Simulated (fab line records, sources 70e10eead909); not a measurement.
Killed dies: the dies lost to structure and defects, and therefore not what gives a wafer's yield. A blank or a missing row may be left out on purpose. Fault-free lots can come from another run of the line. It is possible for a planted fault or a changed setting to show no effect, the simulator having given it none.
Which tool was responsible? :: flow nand-harc :: 14 lots with 42 wafers sampled at 4 steps, on a route of 1302 steps

## WHAT THE GAUGES READ, wafer by wafer
The record lacks any reading of a measuring or inspecting step that a usual standard deviation could be used to judge.

## TOOL THAT RAN EACH LOT (tool first, then ch and the chambers of the sampled wafers, then the start)
lot: L144
NHARC_A_CHANNEL_HOLE_D2_ETCH_39: rie-diel-01 ch 0,1,3, day 13 12:57 or earlier
NHARC_A_CHANNEL_HOLE_D2_ETCH_16: rie-diel-01 ch 0,1,3, day 13 12:57 or earlier
NHARC_A_CHANNEL_HOLE_D2_ETCH_23: har-etch-01 ch 0,1, day 13 12:57
NHARC_A_CHANNEL_HOLE_D2_ETCH_44: rie-diel-01 ch 1,3, day 13 16:10

lot: L146
NHARC_A_CHANNEL_HOLE_D2_ETCH_39: rie-diel-01 ch 0,1,3, day 13 19:57 or earlier
NHARC_A_CHANNEL_HOLE_D2_ETCH_16: rie-diel-01 ch 0,1,3, day 13 19:57 or earlier
NHARC_A_CHANNEL_HOLE_D2_ETCH_23: har-etch-02 ch 0,1, day 13 19:57
NHARC_A_CHANNEL_HOLE_D2_ETCH_44: rie-diel-09 ch 0,1,2, day 13 23:14

lot: L147
NHARC_A_CHANNEL_HOLE_D2_ETCH_39: rie-diel-02 ch 0,2,3, day 14 17:13 or earlier
NHARC_A_CHANNEL_HOLE_D2_ETCH_16: rie-diel-02 ch 0,1,2, day 14 17:13 or earlier
NHARC_A_CHANNEL_HOLE_D2_ETCH_23: har-etch-01 ch 0,1, day 14 17:13
NHARC_A_CHANNEL_HOLE_D2_ETCH_44: rie-diel-01 ch 1,2,3, day 14 20:25

lot: L148
NHARC_A_CHANNEL_HOLE_D2_ETCH_39: rie-diel-09 ch 1,3, day 15 04:24 or earlier
NHARC_A_CHANNEL_HOLE_D2_ETCH_16: rie-diel-09 ch 0,1,2, day 15 04:24 or earlier
NHARC_A_CHANNEL_HOLE_D2_ETCH_23: har-etch-02 ch 0,1, day 15 04:24
NHARC_A_CHANNEL_HOLE_D2_ETCH_44: rie-diel-01 ch 0,1,3, day 15 07:43

lot: L149
NHARC_A_CHANNEL_HOLE_D2_ETCH_39: rie-diel-01 ch 2,3, day 15 14:27 or earlier
NHARC_A_CHANNEL_HOLE_D2_ETCH_16: rie-diel-01 ch 0,2,3, day 15 14:27 or earlier
NHARC_A_CHANNEL_HOLE_D2_ETCH_23: har-etch-02 ch 0,1, day 15 14:27
NHARC_A_CHANNEL_HOLE_D2_ETCH_44: rie-diel-02 ch 0,1,2, day 15 17:44

lot: L150
NHARC_A_CHANNEL_HOLE_D2_ETCH_39: rie-diel-02 ch 0,1,2, day 15 16:29 or earlier
NHARC_A_CHANNEL_HOLE_D2_ETCH_16: rie-diel-02 ch 0,1,3, day 15 16:29 or earlier
NHARC_A_CHANNEL_HOLE_D2_ETCH_23: har-etch-01 ch 0,1, day 15 16:29
NHARC_A_CHANNEL_HOLE_D2_ETCH_44: rie-diel-01 ch 1,2,3, day 15 19:46

lot: L151
NHARC_A_CHANNEL_HOLE_D2_ETCH_39: rie-diel-02 ch 0,1, day 16 04:29 or earlier
NHARC_A_CHANNEL_HOLE_D2_ETCH_16: rie-diel-02 ch 0,3, day 16 04:29 or earlier
NHARC_A_CHANNEL_HOLE_D2_ETCH_23: har-etch-02 ch 0,1, day 16 04:29
NHARC_A_CHANNEL_HOLE_D2_ETCH_44: rie-diel-01 ch 0,2,3, day 16 07:41

lot: L154
NHARC_A_CHANNEL_HOLE_D2_ETCH_39: rie-diel-01 ch 2,3, day 17 12:59 or earlier
NHARC_A_CHANNEL_HOLE_D2_ETCH_16: rie-diel-01 ch 1,2, day 17 12:59 or earlier
NHARC_A_CHANNEL_HOLE_D2_ETCH_23: har-etch-02 ch 0,1, day 17 12:59
NHARC_A_CHANNEL_HOLE_D2_ETCH_44: rie-diel-09 ch 1,2,3, day 17 16:17

lot: L155
NHARC_A_CHANNEL_HOLE_D2_ETCH_39: rie-diel-01 ch 0,1,2, day 17 17:29 or earlier
NHARC_A_CHANNEL_HOLE_D2_ETCH_16: rie-diel-01 ch 2,3, day 17 17:29 or earlier
NHARC_A_CHANNEL_HOLE_D2_ETCH_23: har-etch-02 ch 0, day 17 17:29
NHARC_A_CHANNEL_HOLE_D2_ETCH_44: rie-diel-02 ch 0,2, day 17 20:47

lot: L157
NHARC_A_CHANNEL_HOLE_D2_ETCH_39: rie-diel-01 ch 0,2,3, day 18 18:17 or earlier
NHARC_A_CHANNEL_HOLE_D2_ETCH_16: rie-diel-01 ch 0,2,3, day 18 18:17 or earlier
NHARC_A_CHANNEL_HOLE_D2_ETCH_23: har-etch-01 ch 0,1, day 18 18:17
NHARC_A_CHANNEL_HOLE_D2_ETCH_44: rie-diel-01 ch 1,2,3, day 18 21:35

lot: L159
NHARC_A_CHANNEL_HOLE_D2_ETCH_39: rie-diel-09 ch 0,1,3, day 19 03:01 or earlier
NHARC_A_CHANNEL_HOLE_D2_ETCH_16: rie-diel-09 ch 1,2,3, day 19 03:01 or earlier
NHARC_A_CHANNEL_HOLE_D2_ETCH_23: har-etch-02 ch 0,1, day 19 03:01
NHARC_A_CHANNEL_HOLE_D2_ETCH_44: rie-diel-01 ch 0,1, day 19 09:35

lot: L163
NHARC_A_CHANNEL_HOLE_D2_ETCH_39: rie-diel-02 ch 0,2,3, day 21 05:21 or earlier
NHARC_A_CHANNEL_HOLE_D2_ETCH_16: rie-diel-02 ch 0,1,3, day 21 05:21 or earlier
NHARC_A_CHANNEL_HOLE_D2_ETCH_23: har-etch-01 ch 0, day 21 05:21
NHARC_A_CHANNEL_HOLE_D2_ETCH_44: rie-diel-09 ch 0,1,3, day 21 08:40

lot: L165
NHARC_A_CHANNEL_HOLE_D2_ETCH_39: rie-diel-01 ch 0,1,2, day 21 20:02 or earlier
NHARC_A_CHANNEL_HOLE_D2_ETCH_16: rie-diel-01 ch 0,1,2, day 21 20:02 or earlier
NHARC_A_CHANNEL_HOLE_D2_ETCH_23: har-etch-02 ch 0,1, day 21 20:02
NHARC_A_CHANNEL_HOLE_D2_ETCH_44: rie-diel-01 ch 0,1,2, day 21 23:21

lot: L167
NHARC_A_CHANNEL_HOLE_D2_ETCH_39: rie-diel-09 ch 0,1,2, day 22 21:01 or earlier
NHARC_A_CHANNEL_HOLE_D2_ETCH_16: rie-diel-09 ch 1,3, day 22 21:01 or earlier
NHARC_A_CHANNEL_HOLE_D2_ETCH_23: har-etch-02 ch 0,1, day 22 21:01
NHARC_A_CHANNEL_HOLE_D2_ETCH_44: rie-diel-01 ch 0,1,2, day 23 00:13
- NHARC_A_CHANNEL_HOLE_D2_ETCH_39: etches the open film in N2/H2, target depth 260 nm, time 325 s.
- NHARC_A_CHANNEL_HOLE_D2_ETCH_16: etches the open film in O2/COS, target depth 3100 nm, time 806 s.
- NHARC_A_CHANNEL_HOLE_D2_ETCH_23: etches the open film in C4F8/O2/Ar, time 819 s, target depth 1600 nm.
- NHARC_A_CHANNEL_HOLE_D2_ETCH_44: etches the open film in CF4/O2, target depth 140 nm, overetch 14 nm, time 77 s.

## WHAT THE TOOLS THEMSELVES READ (means of the sampled wafers that have a number; where no wafer has one, the mark that the record gives instead)
NHARC_A_CHANNEL_HOLE_D2_ETCH_39. Usual: drypump-motor-current-A is 5.6 A with standard deviation 0.45, mfc-ar-sccm is 0.010 sccm with standard deviation 0.011, oes-product-au is 0.998 a.u. with standard deviation 0.0077, rf-fwd-power-W is 398.8 W with standard deviation 1.2, rf-vpp-V is 430.1 V with standard deviation 2.8, showerhead-plenum-p-Torr is 2.02 Torr with standard deviation 0.098, and throttle-valve-pct is 14.171 % with standard deviation 0.0098.
lot: L144
tool: rie-diel-01
drypump-motor-current-A (A): 5.3
mfc-ar-sccm (sccm): 0.015
oes-product-au (a.u.): 0.991
rf-fwd-power-W (W): 397.7
rf-vpp-V (V): 428.3
showerhead-plenum-p-Torr (Torr): 1.97
throttle-valve-pct (%): 14.170
flag: 

lot: L146
tool: rie-diel-01
drypump-motor-current-A (A): 5.3
mfc-ar-sccm (sccm): 0.015
oes-product-au (a.u.): 0.998
rf-fwd-power-W (W): 399.5
rf-vpp-V (V): 429.0
showerhead-plenum-p-Torr (Torr): 1.97
throttle-valve-pct (%): 14.168
flag: 

lot: L147
tool: rie-diel-02
drypump-motor-current-A (A): 5.6
mfc-ar-sccm (sccm): 0.010
oes-product-au (a.u.): 0.998
rf-fwd-power-W (W): 399.1
rf-vpp-V (V): 430.1
showerhead-plenum-p-Torr (Torr): 2.02
throttle-valve-pct (%): 14.173
flag: 

lot: L148
tool: rie-diel-09
drypump-motor-current-A (A): 6.1
mfc-ar-sccm (sccm): 0.017
oes-product-au (a.u.): 1.007
rf-fwd-power-W (W): 399.0
rf-vpp-V (V): 431.1
showerhead-plenum-p-Torr (Torr): 2.07
throttle-valve-pct (%): 14.173
flag: 

lot: L149
tool: rie-diel-01
drypump-motor-current-A (A): 5.7
mfc-ar-sccm (sccm): 0.009
oes-product-au (a.u.): 1.001
rf-fwd-power-W (W): 398.0
rf-vpp-V (V): 428.9
showerhead-plenum-p-Torr (Torr): 1.96
throttle-valve-pct (%): 14.168
flag: 

lot: L150
tool: rie-diel-02
drypump-motor-current-A (A): 5.5
mfc-ar-sccm (sccm): 0.010
oes-product-au (a.u.): 1.006
rf-fwd-power-W (W): 398.7
rf-vpp-V (V): 432.2
showerhead-plenum-p-Torr (Torr): 2.11
throttle-valve-pct (%): 14.168
flag: 

lot: L151
tool: rie-diel-02
drypump-motor-current-A (A): 5.1
mfc-ar-sccm (sccm): 0.007
oes-product-au (a.u.): 1.003
rf-fwd-power-W (W): 399.5
rf-vpp-V (V): 430.3
showerhead-plenum-p-Torr (Torr): 2.04
throttle-valve-pct (%): 14.172
flag: 

lot: L154
tool: rie-diel-01
drypump-motor-current-A (A): 5.7
mfc-ar-sccm (sccm): 0.009
oes-product-au (a.u.): 0.995
rf-fwd-power-W (W): 398.9
rf-vpp-V (V): 427.9
showerhead-plenum-p-Torr (Torr): 1.96
throttle-valve-pct (%): 14.169
flag: 

lot: L155
tool: rie-diel-01
drypump-motor-current-A (A): 5.4
mfc-ar-sccm (sccm): 0.008
oes-product-au (a.u.): 0.997
rf-fwd-power-W (W): 399.8
rf-vpp-V (V): 428.4
showerhead-plenum-p-Torr (Torr): 1.96
throttle-valve-pct (%): 14.168
flag: 

lot: L157
tool: rie-diel-01
drypump-motor-current-A (A): 5.4
mfc-ar-sccm (sccm): 0.016
oes-product-au (a.u.): 0.986
rf-fwd-power-W (W): 398.6
rf-vpp-V (V): 428.1
showerhead-plenum-p-Torr (Torr): 1.96
throttle-valve-pct (%): 14.165
flag: 

lot: L159
tool: rie-diel-09
drypump-motor-current-A (A): 6.1
mfc-ar-sccm (sccm): 0.009
oes-product-au (a.u.): 1.001
rf-fwd-power-W (W): 398.3
rf-vpp-V (V): 432.4
showerhead-plenum-p-Torr (Torr): 2.10
throttle-valve-pct (%): 14.176
flag: 

lot: L163
tool: rie-diel-02
drypump-motor-current-A (A): 5.6
mfc-ar-sccm (sccm): 0.010
oes-product-au (a.u.): 1.009
rf-fwd-power-W (W): 397.3
rf-vpp-V (V): 429.5
showerhead-plenum-p-Torr (Torr): 2.02
throttle-valve-pct (%): 14.171
flag: 

lot: L165
tool: rie-diel-01
drypump-motor-current-A (A): 5.4
mfc-ar-sccm (sccm): 0.008
oes-product-au (a.u.): 1.000
rf-fwd-power-W (W): 400.6
rf-vpp-V (V): 428.2
showerhead-plenum-p-Torr (Torr): 1.96
throttle-valve-pct (%): 14.170
flag: 

lot: L167
tool: rie-diel-09
drypump-motor-current-A (A): 5.9
mfc-ar-sccm (sccm): 0.000
oes-product-au (a.u.): 1.003
rf-fwd-power-W (W): 398.4
rf-vpp-V (V): 430.5
showerhead-plenum-p-Torr (Torr): 2.04
throttle-valve-pct (%): 14.170
flag: 

NHARC_A_CHANNEL_HOLE_D2_ETCH_16. Usual: drypump-motor-current-A is 5.6 A with standard deviation 0.44, mfc-ar-sccm is 0.011 sccm with standard deviation 0.011, oes-product-au is 0.999 a.u. with standard deviation 0.0074, rf-fwd-power-W is 499.4 W with standard deviation 1.5, rf-vpp-V is 313.7 V with standard deviation 2, showerhead-plenum-p-Torr is 3.09 Torr with standard deviation 0.13, and throttle-valve-pct is 28.331 % with standard deviation 0.0092.
lot: L144
tool: rie-diel-01
drypump-motor-current-A (A): 5.3
mfc-ar-sccm (sccm): 0.015
oes-product-au (a.u.): 0.992
rf-fwd-power-W (W): 497.8
rf-vpp-V (V): 313.0
showerhead-plenum-p-Torr (Torr): 3.03
throttle-valve-pct (%): 28.342
flag: 

lot: L146
tool: rie-diel-01
drypump-motor-current-A (A): 5.3
mfc-ar-sccm (sccm): 0.015
oes-product-au (a.u.): 0.996
rf-fwd-power-W (W): 499.8
rf-vpp-V (V): 313.6
showerhead-plenum-p-Torr (Torr): 3.03
throttle-valve-pct (%): 28.326
flag: 

lot: L147
tool: rie-diel-02
drypump-motor-current-A (A): 5.5
mfc-ar-sccm (sccm): 0.010
oes-product-au (a.u.): 1.005
rf-fwd-power-W (W): 499.1
rf-vpp-V (V): 316.2
showerhead-plenum-p-Torr (Torr): 3.22
throttle-valve-pct (%): 28.336
flag: 

lot: L148
tool: rie-diel-09
drypump-motor-current-A (A): 5.9
mfc-ar-sccm (sccm): 0.000
oes-product-au (a.u.): 1.007
rf-fwd-power-W (W): 499.3
rf-vpp-V (V): 313.8
showerhead-plenum-p-Torr (Torr): 3.12
throttle-valve-pct (%): 28.336
flag: 

lot: L149
tool: rie-diel-01
drypump-motor-current-A (A): 5.4
mfc-ar-sccm (sccm): 0.016
oes-product-au (a.u.): 0.995
rf-fwd-power-W (W): 497.6
rf-vpp-V (V): 312.7
showerhead-plenum-p-Torr (Torr): 3.00
throttle-valve-pct (%): 28.341
flag: 

lot: L150
tool: rie-diel-02
drypump-motor-current-A (A): 5.2
mfc-ar-sccm (sccm): 0.013
oes-product-au (a.u.): 0.994
rf-fwd-power-W (W): 499.5
rf-vpp-V (V): 314.4
showerhead-plenum-p-Torr (Torr): 3.11
throttle-valve-pct (%): 28.330
flag: 

lot: L151
tool: rie-diel-02
drypump-motor-current-A (A): 5.3
mfc-ar-sccm (sccm): 0.013
oes-product-au (a.u.): 0.999
rf-fwd-power-W (W): 500.6
rf-vpp-V (V): 311.6
showerhead-plenum-p-Torr (Torr): 2.98
throttle-valve-pct (%): 28.325
flag: 

lot: L154
tool: rie-diel-01
drypump-motor-current-A (A): 5.6
mfc-ar-sccm (sccm): 0.001
oes-product-au (a.u.): 0.996
rf-fwd-power-W (W): 497.9
rf-vpp-V (V): 312.3
showerhead-plenum-p-Torr (Torr): 3.01
throttle-valve-pct (%): 28.333
flag: 

lot: L155
tool: rie-diel-01
drypump-motor-current-A (A): 5.5
mfc-ar-sccm (sccm): 0.017
oes-product-au (a.u.): 0.993
rf-fwd-power-W (W): 498.5
rf-vpp-V (V): 312.4
showerhead-plenum-p-Torr (Torr): 3.02
throttle-valve-pct (%): 28.321
flag: 

lot: L157
tool: rie-diel-01
drypump-motor-current-A (A): 5.4
mfc-ar-sccm (sccm): 0.016
oes-product-au (a.u.): 0.997
rf-fwd-power-W (W): 499.5
rf-vpp-V (V): 312.8
showerhead-plenum-p-Torr (Torr): 3.00
throttle-valve-pct (%): 28.333
flag: 

lot: L159
tool: rie-diel-09
drypump-motor-current-A (A): 5.9
mfc-ar-sccm (sccm): 0.009
oes-product-au (a.u.): 1.000
rf-fwd-power-W (W): 500.5
rf-vpp-V (V): 314.1
showerhead-plenum-p-Torr (Torr): 3.08
throttle-valve-pct (%): 28.325
flag: 

lot: L163
tool: rie-diel-02
drypump-motor-current-A (A): 5.1
mfc-ar-sccm (sccm): 0.013
oes-product-au (a.u.): 0.996
rf-fwd-power-W (W): 499.5
rf-vpp-V (V): 313.3
showerhead-plenum-p-Torr (Torr): 3.10
throttle-valve-pct (%): 28.331
flag: 

lot: L165
tool: rie-diel-01
drypump-motor-current-A (A): 5.4
mfc-ar-sccm (sccm): 0.008
oes-product-au (a.u.): 1.004
rf-fwd-power-W (W): 498.6
rf-vpp-V (V): 312.1
showerhead-plenum-p-Torr (Torr): 3.01
throttle-valve-pct (%): 28.327
flag: 

lot: L167
tool: rie-diel-09
drypump-motor-current-A (A): 6.1
mfc-ar-sccm (sccm): 0.009
oes-product-au (a.u.): 1.007
rf-fwd-power-W (W): 499.4
rf-vpp-V (V): 314.1
showerhead-plenum-p-Torr (Torr): 3.12
throttle-valve-pct (%): 28.329
flag: 

NHARC_A_CHANNEL_HOLE_D2_ETCH_23. Usual: drypump-motor-current-A 5.78 A, standard deviation 0.26; mfc-ar-sccm 375.1 sccm, standard deviation 1.1; showerhead-plenum-p-Torr 3.73 Torr, standard deviation 0.19; throttle-valve-pct 32.156 %, standard deviation 0.0085.
lot: L144
tool: har-etch-01
drypump-motor-current-A (A): 6.09
mfc-ar-sccm (sccm): 374.8
showerhead-plenum-p-Torr (Torr): 3.63
throttle-valve-pct (%): 32.166
flag: 

lot: L146
tool: har-etch-02
drypump-motor-current-A (A): 5.55
mfc-ar-sccm (sccm): 375.4
showerhead-plenum-p-Torr (Torr): 3.60
throttle-valve-pct (%): 32.155
flag: 

lot: L147
tool: har-etch-01
drypump-motor-current-A (A): 6.09
mfc-ar-sccm (sccm): 375.1
showerhead-plenum-p-Torr (Torr): 3.63
throttle-valve-pct (%): 32.151
flag: 

lot: L148
tool: har-etch-02
drypump-motor-current-A (A): 5.57
mfc-ar-sccm (sccm): 375.7
showerhead-plenum-p-Torr (Torr): 3.59
throttle-valve-pct (%): 32.156
flag: 

lot: L149
tool: har-etch-02
drypump-motor-current-A (A): 5.66
mfc-ar-sccm (sccm): 375.1
showerhead-plenum-p-Torr (Torr): 3.75
throttle-valve-pct (%): 32.158
flag: 

lot: L150
tool: har-etch-01
drypump-motor-current-A (A): 6.10
mfc-ar-sccm (sccm): 375.7
showerhead-plenum-p-Torr (Torr): 3.62
throttle-valve-pct (%): 32.163
flag: 

lot: L151
tool: har-etch-02
drypump-motor-current-A (A): 5.67
mfc-ar-sccm (sccm): 374.8
showerhead-plenum-p-Torr (Torr): 3.75
throttle-valve-pct (%): 32.166
flag: 

lot: L154
tool: har-etch-02
drypump-motor-current-A (A): 5.64
mfc-ar-sccm (sccm): 374.4
showerhead-plenum-p-Torr (Torr): 3.91
throttle-valve-pct (%): 32.154
flag: 

lot: L155
tool: har-etch-02
drypump-motor-current-A (A): 5.78
mfc-ar-sccm (sccm): 376.1
showerhead-plenum-p-Torr (Torr): 3.90
throttle-valve-pct (%): 32.156
flag: 

lot: L157
tool: har-etch-01
drypump-motor-current-A (A): 6.05
mfc-ar-sccm (sccm): 376.5
showerhead-plenum-p-Torr (Torr): 3.52
throttle-valve-pct (%): 32.157
flag: 

lot: L159
tool: har-etch-02
drypump-motor-current-A (A): 5.54
mfc-ar-sccm (sccm): 374.5
showerhead-plenum-p-Torr (Torr): 3.91
throttle-valve-pct (%): 32.157
flag: 

lot: L163
tool: har-etch-01
drypump-motor-current-A (A): 6.02
mfc-ar-sccm (sccm): 375.4
showerhead-plenum-p-Torr (Torr): 3.45
throttle-valve-pct (%): 32.163
flag: 

lot: L165
tool: har-etch-02
drypump-motor-current-A (A): 5.65
mfc-ar-sccm (sccm): 375.2
showerhead-plenum-p-Torr (Torr): 3.88
throttle-valve-pct (%): 32.159
flag: 

lot: L167
tool: har-etch-02
drypump-motor-current-A (A): 5.57
mfc-ar-sccm (sccm): 374.7
showerhead-plenum-p-Torr (Torr): 3.88
throttle-valve-pct (%): 32.153
flag: 

NHARC_A_CHANNEL_HOLE_D2_ETCH_44. Usual: drypump-motor-current-A 5.5 A, standard deviation 0.41; mfc-ar-sccm 0.010 sccm, standard deviation 0.011; oes_o_777_au 1.000 a.u., standard deviation 0.0049; oes-product-au 0.999 a.u., standard deviation 0.0079; rf-fwd-power-W 297.7 W, standard deviation 1.2; rf-vpp-V 197.3 V, standard deviation 1.3; showerhead-plenum-p-Torr 1.31 Torr, standard deviation 0.052; throttle-valve-pct 13.398 %, standard deviation 0.0094.
lot: L144
tool: rie-diel-01
drypump-motor-current-A (A): 5.4
mfc-ar-sccm (sccm): 0.016
oes_o_777_au (a.u.): 1.003
oes-product-au (a.u.): 0.994
rf-fwd-power-W (W): 295.9
rf-vpp-V (V): 196.9
showerhead-plenum-p-Torr (Torr): 1.30
throttle-valve-pct (%): 13.400
flag: 

lot: L146
tool: rie-diel-09
drypump-motor-current-A (A): 5.9
mfc-ar-sccm (sccm): 0.000
oes_o_777_au (a.u.): 1.000
oes-product-au (a.u.): 1.011
rf-fwd-power-W (W): 298.5
rf-vpp-V (V): 197.8
showerhead-plenum-p-Torr (Torr): 1.34
throttle-valve-pct (%): 13.404
flag: 

lot: L147
tool: rie-diel-01
drypump-motor-current-A (A): 5.5
mfc-ar-sccm (sccm): 0.009
oes_o_777_au (a.u.): 1.002
oes-product-au (a.u.): 0.989
rf-fwd-power-W (W): 296.8
rf-vpp-V (V): 197.4
showerhead-plenum-p-Torr (Torr): 1.30
throttle-valve-pct (%): 13.401
flag: 

lot: L148
tool: rie-diel-01
drypump-motor-current-A (A): 5.3
mfc-ar-sccm (sccm): 0.015
oes_o_777_au (a.u.): 0.998
oes-product-au (a.u.): 0.998
rf-fwd-power-W (W): 296.8
rf-vpp-V (V): 196.2
showerhead-plenum-p-Torr (Torr): 1.29
throttle-valve-pct (%): 13.397
flag: 

lot: L149
tool: rie-diel-02
drypump-motor-current-A (A): 5.5
mfc-ar-sccm (sccm): 0.010
oes_o_777_au (a.u.): 1.005
oes-product-au (a.u.): 1.006
rf-fwd-power-W (W): 298.4
rf-vpp-V (V): 199.1
showerhead-plenum-p-Torr (Torr): 1.38
throttle-valve-pct (%): 13.396
flag: 

lot: L150
tool: rie-diel-01
drypump-motor-current-A (A): 5.5
mfc-ar-sccm (sccm): 0.009
oes_o_777_au (a.u.): 0.997
oes-product-au (a.u.): 0.991
rf-fwd-power-W (W): 297.2
rf-vpp-V (V): 196.5
showerhead-plenum-p-Torr (Torr): 1.30
throttle-valve-pct (%): 13.401
flag: 

lot: L151
tool: rie-diel-01
drypump-motor-current-A (A): 5.4
mfc-ar-sccm (sccm): 0.016
oes_o_777_au (a.u.): 1.000
oes-product-au (a.u.): 0.993
rf-fwd-power-W (W): 297.4
rf-vpp-V (V): 197.0
showerhead-plenum-p-Torr (Torr): 1.28
throttle-valve-pct (%): 13.400
flag: 

lot: L154
tool: rie-diel-09
drypump-motor-current-A (A): 5.8
mfc-ar-sccm (sccm): 0.009
oes_o_777_au (a.u.): 1.002
oes-product-au (a.u.): 1.006
rf-fwd-power-W (W): 297.3
rf-vpp-V (V): 197.4
showerhead-plenum-p-Torr (Torr): 1.32
throttle-valve-pct (%): 13.398
flag: 

lot: L155
tool: rie-diel-02
drypump-motor-current-A (A): 5.9
mfc-ar-sccm (sccm): 0.007
oes_o_777_au (a.u.): 1.004
oes-product-au (a.u.): 0.995
rf-fwd-power-W (W): 297.8
rf-vpp-V (V): 198.6
showerhead-plenum-p-Torr (Torr): 1.37
throttle-valve-pct (%): 13.380
flag: 

lot: L157
tool: rie-diel-01
drypump-motor-current-A (A): 5.5
mfc-ar-sccm (sccm): 0.009
oes_o_777_au (a.u.): 1.000
oes-product-au (a.u.): 0.968
rf-fwd-power-W (W): 296.7
rf-vpp-V (V): 197.1
showerhead-plenum-p-Torr (Torr): 1.30
throttle-valve-pct (%): 13.395
flag: OFF

lot: L159
tool: rie-diel-01
drypump-motor-current-A (A): 5.2
mfc-ar-sccm (sccm): 0.014
oes_o_777_au (a.u.): 1.002
oes-product-au (a.u.): 0.963
rf-fwd-power-W (W): 298.9
rf-vpp-V (V): 197.4
showerhead-plenum-p-Torr (Torr): 1.28
throttle-valve-pct (%): 13.401
flag: OFF

lot: L163
tool: rie-diel-09
drypump-motor-current-A (A): 6.2
mfc-ar-sccm (sccm): 0.009
oes_o_777_au (a.u.): 0.997
oes-product-au (a.u.): 1.011
rf-fwd-power-W (W): 297.1
rf-vpp-V (V): 198.9
showerhead-plenum-p-Torr (Torr): 1.37
throttle-valve-pct (%): 13.390
flag: 

lot: L165
tool: rie-diel-01
drypump-motor-current-A (A): 5.4
mfc-ar-sccm (sccm): 0.008
oes_o_777_au (a.u.): 0.999
oes-product-au (a.u.): 0.997
rf-fwd-power-W (W): 298.2
rf-vpp-V (V): 196.3
showerhead-plenum-p-Torr (Torr): 1.29
throttle-valve-pct (%): 13.391
flag: 

lot: L167
tool: rie-diel-01
drypump-motor-current-A (A): 5.4
mfc-ar-sccm (sccm): 0.008
oes_o_777_au (a.u.): 1.001
oes-product-au (a.u.): 1.003
rf-fwd-power-W (W): 297.5
rf-vpp-V (V): 196.6
showerhead-plenum-p-Torr (Torr): 1.29
throttle-valve-pct (%): 13.400
flag: 

## THE ANSWER, worked out from the rows above alone
Rule: a lot is off if the mean of its wafers that have a number lies more than 3 standard deviations from the usual mean. Also off: a lot with no number at a reading for which 4 or more lots have one. Where the step has rows for the other lots, those lots are counted as sound. Order of review: gauges by route order, followed by the tools' own readings, for which a lot's mean as printed above is used. At the first step where some lot is off, the reading lying furthest off is the one used; lots without a number count as furthest.
Off at NHARC_A_CHANNEL_HOLE_D2_ETCH_44 (oes-product-au): L157, L159.
A tool fits if, at that step or a process step before it, it ran every lot that is off, and no sound lot after the first of them. NHARC_A_CHANNEL_HOLE_D2_ETCH_39: start missing for some lots; hours and lot order therefore follow NHARC_A_CHANNEL_HOLE_D2_ETCH_23. NHARC_A_CHANNEL_HOLE_D2_ETCH_16: start missing for some lots; hours and lot order therefore follow NHARC_A_CHANNEL_HOLE_D2_ETCH_23. Not one of the candidates tried fits.

## WHAT THE SIMULATOR HAD INSERTED
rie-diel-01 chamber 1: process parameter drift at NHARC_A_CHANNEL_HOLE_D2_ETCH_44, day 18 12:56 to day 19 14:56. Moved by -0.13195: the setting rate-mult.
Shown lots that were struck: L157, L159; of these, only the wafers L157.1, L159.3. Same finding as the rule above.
